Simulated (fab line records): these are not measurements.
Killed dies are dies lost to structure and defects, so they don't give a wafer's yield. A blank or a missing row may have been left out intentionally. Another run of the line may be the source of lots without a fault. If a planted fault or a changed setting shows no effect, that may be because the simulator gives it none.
Which tool is to blame? | flow n5_finfet | Sampling: 10 lots, 30 wafers, 5 of 1938 route steps

== WHAT THE GAUGES READ, wafer by wafer ==
The record holds no reading of a measuring or inspecting step that can be judged against a usual standard deviation.

== TOOL THAT RAN EACH LOT (tool first, then ch and the chambers of the sampled wafers, then the start) ==
lot  | N5_BEOL_M4_SPUTTER_79        | N5_BEOL_M15_SPUTTER_45       | N5_MIM_BOT_ETCH_STRIP_01           | N5_PASSIVATION_STRIP_48            | N5_PASSIVATION_PROBE_49
L653 | pvd_sputter-02, day 8 10:32  | pvd_sputter-02, day 12 07:53 | rie_diel-04 ch 0,2,3, day 12 14:35 | rie_diel-04 ch 2,3, day 12 23:02   | -
L655 | pvd_sputter-01, day 8 10:34  | pvd_sputter-02, day 12 12:22 | rie_diel-02 ch 0,2, day 12 19:29   | rie_diel-04 ch 0,1,2, day 13 03:37 | -
L656 | pvd_sputter-01, day 8 13:31  | pvd_sputter-01, day 12 12:25 | rie_diel-02 ch 1,2,3, day 12 19:55 | rie_diel-05 ch 2,3, day 13 04:28   | -
L657 | pvd_sputter-01, day 9 04:20  | pvd_sputter-03, day 12 20:16 | rie_diel-02 ch 0,2, day 13 01:40   | rie_diel-05 ch 0,1,3, day 13 08:58 | -
L659 | pvd_sputter-01, day 9 11:04  | pvd_sputter-02, day 13 16:25 | rie_diel-04 ch 0,2,3, day 14 00:17 | rie_diel-05 ch 1,2, day 14 05:50   | -
L658 | pvd_sputter-01, day 9 19:10  | pvd_sputter-03, day 13 20:23 | rie_diel-05 ch 0,1,2, day 14 02:40 | rie_diel-05 ch 0,1, day 14 08:24   | -
L663 | pvd_sputter-01, day 10 20:06 | pvd_sputter-03, day 14 06:59 | rie_diel-02 ch 0,3, day 14 13:15   | rie_diel-05 ch 1,3, day 14 19:19   | -
L664 | pvd_sputter-01, day 11 08:24 | pvd_sputter-03, day 15 00:16 | rie_diel-02 ch 0,1,2, day 15 06:18 | rie_diel-04 ch 1,2,3, day 15 11:43 | -
L665 | pvd_sputter-01, day 11 13:28 | pvd_sputter-02, day 15 04:14 | rie_diel-04 ch 0,1,3, day 15 10:37 | rie_diel-04 ch 0,1,3, day 15 16:55 | prober-02, day 15 20:42
L670 | pvd_sputter-01, day 12 13:42 | pvd_sputter-02, day 16 02:48 | rie_diel-04 ch 0,2,3, day 16 10:31 | rie_diel-05 ch 0,2,3, day 16 18:20 | prober-01, day 16 20:55
- N5_BEOL_M4_SPUTTER_79: material Cu, target thk 4.5 nm, time 8.29 s.
- N5_BEOL_M15_SPUTTER_45: material Cu, target thk 100 nm, time 16.67 s.
- N5_MIM_BOT_ETCH_STRIP_01: strips in O2.
- N5_PASSIVATION_STRIP_48: strips in O2.
- N5_PASSIVATION_PROBE_49

== AS READ BY THE TOOLS THEMSELVES (means over the sampled wafers that have a number; for cases with no such wafer, the mark the record gives instead) ==
N5_BEOL_M4_SPUTTER_79. Usual: throttle_valve_pct at 29.3 %, with a standard deviation of 1.1.
lot  | tool           | throttle_valve_pct (%) | flag
L653 | pvd_sputter-02 | 30.2                   |
L655 | pvd_sputter-01 | 28.8                   |
L656 | pvd_sputter-01 | 28.7                   |
L657 | pvd_sputter-01 | 29.7                   |
L659 | pvd_sputter-01 | 28.7                   |
L658 | pvd_sputter-01 | 29.1                   |
L663 | pvd_sputter-01 | 28.1                   |
L664 | pvd_sputter-01 | 28.7                   |
L665 | pvd_sputter-01 | 29.1                   |
L670 | pvd_sputter-01 | 29.1                   |

N5_BEOL_M15_SPUTTER_45. Usual: throttle_valve_pct at 29.6 %, with a standard deviation of 1.1.
lot  | tool           | throttle_valve_pct (%) | flag
L653 | pvd_sputter-02 | 29.9                   |
L655 | pvd_sputter-02 | 29.9                   |
L656 | pvd_sputter-01 | 27.5                   |
L657 | pvd_sputter-03 | 29.5                   |
L659 | pvd_sputter-02 | 29.9                   |
L658 | pvd_sputter-03 | 28.6                   |
L663 | pvd_sputter-03 | 29.4                   |
L664 | pvd_sputter-03 | 29.4                   |
L665 | pvd_sputter-02 | 29.9                   |
L670 | pvd_sputter-02 | 30.0                   |

N5_MIM_BOT_ETCH_STRIP_01. Usual: drypump_motor_current_A 5.6 A, standard deviation 0.4; oes_product_au 0.79 a.u., standard deviation 0.075; rf_vpp_V 3.8 V, standard deviation 1.4; showerhead_plenum_p_Torr 2.10 Torr, standard deviation 0.064; temp_c 60.01 C, standard deviation 0.12; throttle_valve_pct 16.57 %, standard deviation 0.22.
lot  | tool        | drypump_motor_current_A (A) | oes_product_au (a.u.) | rf_vpp_V (V) | showerhead_plenum_p_Torr (Torr) | temp_c (C) | throttle_valve_pct (%) | flag
L653 | rie_diel-04 | 5.5                         | 0.75                  | 3.3          | 2.15                            | 60.02      | 16.67                  |
L655 | rie_diel-02 | 5.8                         | 0.74                  | 4.0          | 2.07                            | 59.88      | 16.58                  |
L656 | rie_diel-02 | 5.8                         | 0.83                  | 3.8          | 2.05                            | 60.05      | 16.66                  |
L657 | rie_diel-02 | 5.8                         | 0.74                  | 3.9          | 2.07                            | 60.03      | 16.57                  |
L659 | rie_diel-04 | 5.5                         | 0.76                  | 4.3          | 2.15                            | 60.13      | 16.70                  |
L658 | rie_diel-05 | 5.6                         | 0.76                  | 3.3          | 2.13                            | 59.77      | 16.52                  |
L663 | rie_diel-02 | 5.5                         | 0.81                  | 4.8          | 2.06                            | 59.84      | 16.66                  |
L664 | rie_diel-02 | 5.8                         | 0.76                  | 4.5          | 2.06                            | 59.99      | 16.62                  |
L665 | rie_diel-04 | 5.4                         | 0.78                  | 5.2          | 2.11                            | 60.06      | 16.50                  |
L670 | rie_diel-04 | 5.5                         | 0.74                  | 2.2          | 2.14                            | 60.09      | 16.71                  |

N5_PASSIVATION_STRIP_48. Usual: drypump_motor_current_A 5.56 A, standard deviation 0.3; oes_product_au 0.79 a.u., standard deviation 0.081; rf_vpp_V 3.4 V, standard deviation 2.2; showerhead_plenum_p_Torr 2.11 Torr, standard deviation 0.065; temp_c 60.00 C, standard deviation 0.13; throttle_valve_pct 16.56 %, standard deviation 0.21.
lot  | tool        | drypump_motor_current_A (A) | oes_product_au (a.u.) | rf_vpp_V (V) | showerhead_plenum_p_Torr (Torr) | temp_c (C) | throttle_valve_pct (%) | flag
L653 | rie_diel-04 | 5.18                        | 0.80                  | 2.1          | 2.20                            | 60.01      | 16.60                  |
L655 | rie_diel-04 | 5.66                        | 0.75                  | 4.1          | 2.10                            | 60.00      | 16.60                  |
L656 | rie_diel-05 | 5.73                        | 0.69                  | 1.4          | 2.10                            | 59.94      | 16.59                  |
L657 | rie_diel-05 | 5.54                        | 0.80                  | 4.1          | 2.11                            | 60.06      | 16.73                  |
L659 | rie_diel-05 | 5.66                        | 0.75                  | 4.1          | 2.11                            | 60.07      | 16.51                  |
L658 | rie_diel-05 | 5.46                        | 0.85                  | 2.6          | 2.10                            | 60.04      | 16.61                  |
L663 | rie_diel-05 | 5.55                        | 0.94                  | 2.6          | 2.07                            | 60.00      | 16.38                  |
L664 | rie_diel-04 | 5.35                        | 0.77                  | 3.6          | 2.13                            | 60.06      | 16.57                  |
L665 | rie_diel-04 | 5.43                        | 0.79                  | 3.2          | 2.11                            | 60.00      | 16.49                  |
L670 | rie_diel-05 | 5.68                        | 0.87                  | 3.5          | 2.13                            | 59.89      | 16.34                  |

N5_PASSIVATION_PROBE_49. Usual: defect_limited_yield 91.0 %, standard deviation 1.5; killed_at_M0_to_M3 34, standard deviation 9.1; killed_at_M4_up 14, standard deviation 5.7; killed_at_contacts 13, standard deviation 5.7; killed_at_front_end 42, standard deviation 12; killed_at_other 4, standard deviation 3.4; killed_dies 106, standard deviation 17; killed_on_rim 14, standard deviation 4.3; killed_open 70, standard deviation 13; killed_short 34, standard deviation 7.5; sort_bin_5_function 5.2 %, standard deviation 0.94; sort_bin_6_memory 3.4 %, standard deviation 0.69; sort_n_pass 1074, standard deviation 17; sort_yield_pct 91.0 %, standard deviation 1.5.
lot  | tool      | defect_limited_yield (%) | killed_at_M0_to_M3 | killed_at_M4_up | killed_at_contacts | killed_at_front_end | killed_at_other | killed_dies | killed_on_rim | killed_open | killed_short | sort_bin_5_function (%) | sort_bin_6_memory (%) | sort_n_pass | sort_yield_pct (%) | flag
L665 | prober-02 | 88.7                     | 24                 | 45              | 11                 | 50                  | 3               | 134         | 18            | 68          | 28           | 7.0                     | 3.4                   | 1046        | 88.7               | OFF
L670 | prober-01 | 88.3                     | 29                 | 49              | 15                 | 41                  | 4               | 138         | 17            | 70          | 32           | 7.2                     | 3.7                   | 1042        | 88.3               | OFF

== THE ANSWER, worked out from the rows above alone ==
Rule: a lot is off if the mean of its wafers that have a number lies more than 3 standard deviations from the usual mean. Also off: a lot with no number at a reading for which 4 or more lots have one. Where the step has rows for the other lots, those lots are counted as sound. After the gauges, taken in route order, come the tools' own readings; for these a lot's mean is taken, as printed above. The first step at which some lot is off is used, and at that step the reading that is off furthest; a lot without a number counts as furthest.
Off, at N5_PASSIVATION_PROBE_49 on killed_at_M4_up: L665, L670. Neither off nor sound, because the step has no rows for them: L653, L655, L656, L657, L659, L658, L663, L664.
If a tool, at that step or one of the process steps before it, ran each lot that is off and ran no sound lot following the first of them, it fits. Can't be told from this: 3 tools fit, pvd_sputter-01 at N5_BEOL_M4_SPUTTER_79, pvd_sputter-02 at N5_BEOL_M15_SPUTTER_45, rie_diel-04 at N5_MIM_BOT_ETCH_STRIP_01.

== WHAT THE SIMULATOR HAD INSERTED ==
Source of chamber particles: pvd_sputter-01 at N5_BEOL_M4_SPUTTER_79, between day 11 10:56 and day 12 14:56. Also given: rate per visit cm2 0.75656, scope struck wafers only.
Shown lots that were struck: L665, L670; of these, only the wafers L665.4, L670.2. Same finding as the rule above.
